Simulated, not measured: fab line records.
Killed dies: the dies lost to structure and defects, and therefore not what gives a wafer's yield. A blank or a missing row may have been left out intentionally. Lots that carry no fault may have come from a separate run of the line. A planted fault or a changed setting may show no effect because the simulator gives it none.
Comparing a struck lot with a sound one | flow n5Finfet | 40 steps out of a route of 1938
Sound: wafers L917.2, L917.5, L917.6. Struck: wafer L918.1 (L918.3, L918.5, from the same lot, were not struck and are left out); the cause is given at the end.
For every step that has rows: the tool of each side, followed by ch and its chambers, followed by its first start. Under that, the readings that differ: sound wafers | struck wafers | difference of the means | sigmas: that difference in standard deviations of wafers without a fault.
alike: same words and numbers on both sides, and readings whose means sit less than 2 such deviations apart. not compared: any withheld reading, any reading some wafer has no value for, any bound like >300 that may hide the same value, and any number with overlapping values for which the record gives no deviation.
Wherever a step has rows on one side only, a row that says differs or no value, or a row with sigmas, the two part there. When numbers do not overlap yet have no deviation, they are printed without sigmas and do not part them. A reading that every wafer of one side lacks parts them only if that side has two wafers or more.

first, 11 steps without rows for these wafers: N5_HKMG_FIN_STRIP_60 (strips in N2/H2, time 360 s); N5_HKMG_FIN_WET_ETCH_77 (etches La2O3 in dHCl, stops on HfO2, target depth 2 nm); N5_HKMG_FIN_WET_ETCH_78 (etches Al2O3 in dNH4OH, stops on La2O3, target depth 4.5 nm, rinse time 30 s); N5_HKMG_FIN_ALD_79 (deposits TiN, target thk 1.5 nm, pulse time 1 s, purge time 3 s); N5_HKMG_FIN_CVD_62 (deposits a-Si from Si2H6, target thk 3 nm, time 20.8 s); N5_HKMG_FIN_RTA_80 (time 2 s); N5_HKMG_FIN_PRECLEAN_64 (cleans in dHF, time 30 s); N5_HKMG_FIN_WET_ETCH_65 (etches a-Si in TMAH, stops on TiN, time 49 s, target depth 3 nm); N5_HKMG_FIN_WET_ETCH_81 (etches TiN in SC1, stops on HfO2, time 57 s, target depth 6 nm); N5_HKMG_FIN_WET_ETCH_82 (etches La2O3 in dHCl, stops on HfO2, target depth 2 nm, rinse time 30 s); N5_HKMG_FIN_ALD_36 (deposits TiN, target thk 1 nm, pulse time 1 s, purge time 3 s).
N5_HKMG_FIN_PWFM_ALD_03: deposits TiN, target thk 2 nm, pulse time 1 s, purge time 3 s.
  sound on aldMetal-03 ch 1,2,3, day 5 09:16; struck on aldMetal-03 ch 0, day 5 18:02
reading                                      | sound    | struck | difference | sigmas
aldCycles                                    | 91 91 91 | 63     | -28        | 
model.TiN_of_HKMG_FIN_PWFM_ALD_03.thkNm (nm) | 2 2 2    | 1.4    | -0.6       | 
  alike: chamberPressureTorr, heaterPowerW, precursorPulseHeightRel
then, 26 steps without rows for these wafers: N5_HKMG_FIN_COAT_29 (time 60 s, resist thk 300 nm); N5_HKMG_FIN_COAT_30 (time 60 s, resist thk 35 nm); N5_HKMG_FIN_COAT_06 (resist thk 90 nm); N5_HKMG_FIN_EBR_08; N5_HKMG_FIN_SOFTBAKE_07 (time 60 s); N5_HKMG_FIN_EXPOSE_09 (exposes mask NWFM); N5_HKMG_FIN_PEB_10 (peb time 60 s); N5_HKMG_FIN_DEVELOP_11 (develop time 30 s); N5_HKMG_FIN_DESCUM_17 (chemistry O2, time 7.9 s); N5_HKMG_FIN_ETCH_31 (etches SiARC in CF4, target depth 45.5 nm, time 75.8 s); N5_HKMG_FIN_ETCH_32 (etches SOC in N2/H2, target depth 240 nm, time 300 s); N5_HKMG_FIN_STRIP_33 (strips in N2/H2); N5_HKMG_FIN_STRIP_34 (strips in CF4); N5_HKMG_FIN_ETCH_35 (etches SOC in N2/H2, target depth 215.8 nm, time 243.4 s); N5_HKMG_FIN_STRIP_92 (strips SOC in N2/H2, time 20 s); N5_HKMG_FIN_WET_ETCH_18 (etches TiN in SC1, time 55 s, target depth 5.2 nm, rinse time 30 s); N5_HKMG_FIN_STRIP_19 (strips in N2/H2, time 360 s); N5_HKMG_FIN_ALD_91 (deposits TiN, target thk 1 nm, pulse time 1 s, purge time 3 s); N5_HKMG_FIN_COAT_85 (time 60 s, resist thk 300 nm); N5_HKMG_FIN_ETCH_86 (etches SOC in N2/H2, stops on TiN, target depth 393.2 nm); N5_HKMG_FIN_STRIP_89 (strips SOC in N2/H2, time 20 s); N5_HKMG_FIN_WET_ETCH_87 (etches TiN in SC1, time 154.2 s, target depth 4.7 nm, rinse time 30 s); N5_HKMG_FIN_STRIP_88 (strips in N2/H2, time 360 s); N5_HKMG_FIN_NWFM_ALD_20 (deposits TiAlC, target thk 2 nm, pulse time 3 s, purge time 2 s); N5_HKMG_FIN_ALD_71 (deposits TiN, target thk 1 nm, pulse time 1 s, purge time 3 s); N5_HKMG_FIN_COAT_66 (time 60 s, resist thk 300 nm).
-- a jump in the record: the struck wafers' starts before and after are 4 days apart (it breaks off in module HKMG_FIN and resumes in module BEOL_M4, where the first step shown is number 1111 of the route) --
N5_BEOL_M4_RC_MEAS_101:
  sound on prober-02 ch 0, day 9 08:59; struck on prober-01 ch 0, day 9 08:35
reading             | sound                    | struck | difference | sigmas
DIBL_N (mV/V)       | 34.7 34.8 33.4           | 39.2   | +4.9       | +3
DIBL_P (mV/V)       | 36.2 36.9 33.6           | 40.2   | +4.6       | +2
IOFF_N (nA/um)      | 0.13 0.14 0.12           | 0.21   | +0.08      | +3
IOFF_P_LIN (nA/um)  | 0.083 0.091 0.080        | 0.046  | -0.039     | -3
IOFF_P_LONG (nA/um) | 9.5e-05 0.000101 9.5e-05 | 7e-05  | -3e-05     | -3
ION_N (uA/um)       | 664 663 665              | 693    | +29        | +2
ION_P (uA/um)       | 452 460 456              | 429    | -27        | -4
SS_N (mV/dec)       | 71.1 72.1 70.5           | 72.6   | +1.4       | +2
VT_N (mV)           | 253 252 254              | 246    | -7         | -2
VT_P (mV)           | -256 -254 -255           | -272   | -17        | -5
VT_P_LONG (mV)      | -276.3 -275.4 -277.5     | -299.3 | -22.9      | -8
VT_P_LVT (mV)       | -103.8 -101.5 -102.7     | -121.4 | -18.7      | -7
  alike: IOFF_P, IOFF_P_85C, SS_P
-- the record jumps here: 5 days lie between the struck wafers' starts before and after (it left off in module BEOL_M4 and takes up again in module PASSIVATION, whose first step shown is number 1936 of the route) --
N5_PASSIVATION_PROBE_49:
  sound on prober-02 at day 14 01:02; struck on prober-02 at day 13 22:20
reading                | sound          | struck | difference | sigmas
defectLimitedYield (%) | 93.0 93.7 92.8 | 89.3   | -3.9       | -3
killed_at_M0_to_M3     | 31 32 25       | 63     | +34        | +3
killedDies             | 83 74 85       | 126    | +45        | +3
killedOpen             | 57 49 60       | 86     | +31        | +2
killedShort            | 25 25 24       | 40     | +15        | +2
sort_bin_6_memory (%)  | 2.9 2.1 2.3    | 4.5    | +2.1       | +3
sort_bin_8_speed (%)   | 0 0 0          | 15.6   | +15.6      | +52
sortNPass              | 1097 1106 1095 | 870    | -229       | -13
sortYieldPct (%)       | 93.0 93.7 92.8 | 73.7   | -19.5      | -13
  alike: killed_at_M4_up, killedAtContacts, killedAtFrontEnd, killedAtOther, sort_bin_5_function

WHERE THEY PART
At N5_BEOL_M4_RC_MEAS_101 first; at N5_PASSIVATION_PROBE_49 last (within this record only).

WHY: what the simulator had put in
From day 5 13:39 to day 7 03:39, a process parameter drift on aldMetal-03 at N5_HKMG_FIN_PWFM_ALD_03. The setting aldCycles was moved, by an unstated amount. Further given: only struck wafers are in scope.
